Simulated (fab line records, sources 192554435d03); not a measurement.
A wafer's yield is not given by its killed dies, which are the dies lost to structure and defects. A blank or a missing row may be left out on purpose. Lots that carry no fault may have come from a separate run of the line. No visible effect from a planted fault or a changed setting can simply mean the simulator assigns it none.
Comparing a struck lot with a sound one ; flow n5-finfet ; 23 out of 1938 route steps
Sound: the wafers L773.3, L773.5, L773.6. The struck wafers were L764.1, L764.2, L764.6. The cause is named last.
Per side, at each step with rows, come the tool, then ch with its chambers, and then its first start. Under that, the readings that differ: sound wafers ; struck wafers ; difference of the means ; sigmas: that difference in standard deviations of wafers without a fault.
alike: same words and numbers on both sides, and readings whose means sit less than 2 such deviations apart. not compared: any withheld reading, any reading some wafer has no value for, any bound like >300 that may hide the same value, and any number with overlapping values for which the record gives no deviation.
Wherever a step has rows on one side only, a row that says differs or no value, or a row with sigmas, the two part there. Non-overlapping numbers with no deviation appear without sigmas and do not part them. Lack of a reading on every wafer of one side parts them only where that side has two or more wafers.

first, 8 steps without rows for these wafers: N5_BEOL_M9_ANNEAL_51 (time 90 s); N5_BEOL_M9_CMP_52 (polishes, stops on SiCOH lowk, t overpolish 7 s, target thk 140 nm); N5_BEOL_M9_PRE_CLEAN_55 (time 15 s); N5_BEOL_M9_DEP_56 (deposits SiCN from 3MS/NH3, target thk 15 nm, time 26.5 s); N5_BEOL_M10_ILD_DEP_00 (deposits SiCOH lowk from DEMS/porogen, target thk 308.51 nm, time 58 s); N5_BEOL_M10_CURE_71 (cures SiCOH lowk, time 240 s); N5_BEOL_M10_PECVD_70 (deposits SiO2 from TEOS/O2, target thk 20 nm, time 22.7 s); N5_BEOL_M10_HM_DEP_02 (deposits TiN, target thk 20 nm).
N5_BEOL_M10_COAT_59: time 60 s, resist thk 100 nm.
  sound on litho-track-05 ch 0, day 14 12:23; struck on litho-track-04 ch 0, day 12 01:47
reading;sound;struck;difference;sigmas
spin-speed-rpm (rpm);1499.6 1500.4 1500.8;1546.6 1547.8 1546.9;+46.8;+43
model.SOC_of_BEOL_M10_COAT_59.thk-nm (nm);99.8 100 99.8;98.8 98.8 98.8;-1.1;
  alike: exhaust-pa
then, 9 steps without rows for these wafers: N5_BEOL_M10_COAT_60 (time 60 s, resist thk 30 nm); N5_BEOL_M10_COAT_05 (resist thk 90 nm); N5_BEOL_M10_EBR_07; N5_BEOL_M10_SOFTBAKE_06 (time 60 s); N5_BEOL_M10_EXPOSE_08 (exposes mask M10); N5_BEOL_M10_PEB_09 (peb time 60 s); N5_BEOL_M10_DEVELOP_10 (develop time 30 s); N5_BEOL_M10_DESCUM_16 (chemistry O2, time 7.9 s); N5_BEOL_M10_ETCH_61 (etches SiARC in CF4, target depth 39 nm, time 65 s).
N5_BEOL_M10_ETCH_62: etches SOC in N2/H2, target depth 110 nm, overetch 22 nm, time 165 s.
  sound on rie-diel-06 ch 0,1, day 14 12:55; struck on rie-diel-06 ch 0,2,3, day 12 02:35
reading;sound;struck;difference;sigmas
model.etch.depth-nm (nm);99.9 100 99.89;98.87 98.78 98.74;-1.13;
  alike: drypump-motor-current-A, oes-product-au, rf-vpp-V, showerhead-plenum-p-Torr, throttle-valve-pct
  not compared: rf-hours-counter-h
then, 2 steps without rows for these wafers: N5_BEOL_M10_STRIP_68 (strips in N2/H2); N5_BEOL_M10_STRIP_67 (strips in CF4).
N5_BEOL_M10_HM_OPEN_17: chemistry Cl2/BCl3, target TiN, target depth 20 nm, overetch 6 nm.
  sound on rie-metal-02 ch 0,1, day 14 13:08; struck on rie-metal-01 ch 0,1, day 12 02:46
reading;sound;struck;difference;sigmas
model.SOC_of_BEOL_M10_COAT_59.thk-nm (nm);91.8 91.8 91.8;91.2 90.8 90.8;-0.9;
  alike: drypump-motor-current-A, oes-product-au, throttle-valve-pct
  not compared: rf-hours-counter-h
then, 1 step without rows for these wafers: N5_BEOL_M10_STRIP_19 (strips in O2).

WHERE THEY PART
Only at N5_BEOL_M10_COAT_59, as far as this record shows. Later steps at which nothing parts them and some readings are alike: N5_BEOL_M10_ETCH_62, N5_BEOL_M10_HM_OPEN_17.

WHY: what had been put in by the simulator
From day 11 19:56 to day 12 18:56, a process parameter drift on litho-track-04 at N5_BEOL_M10_COAT_59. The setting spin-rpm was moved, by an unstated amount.
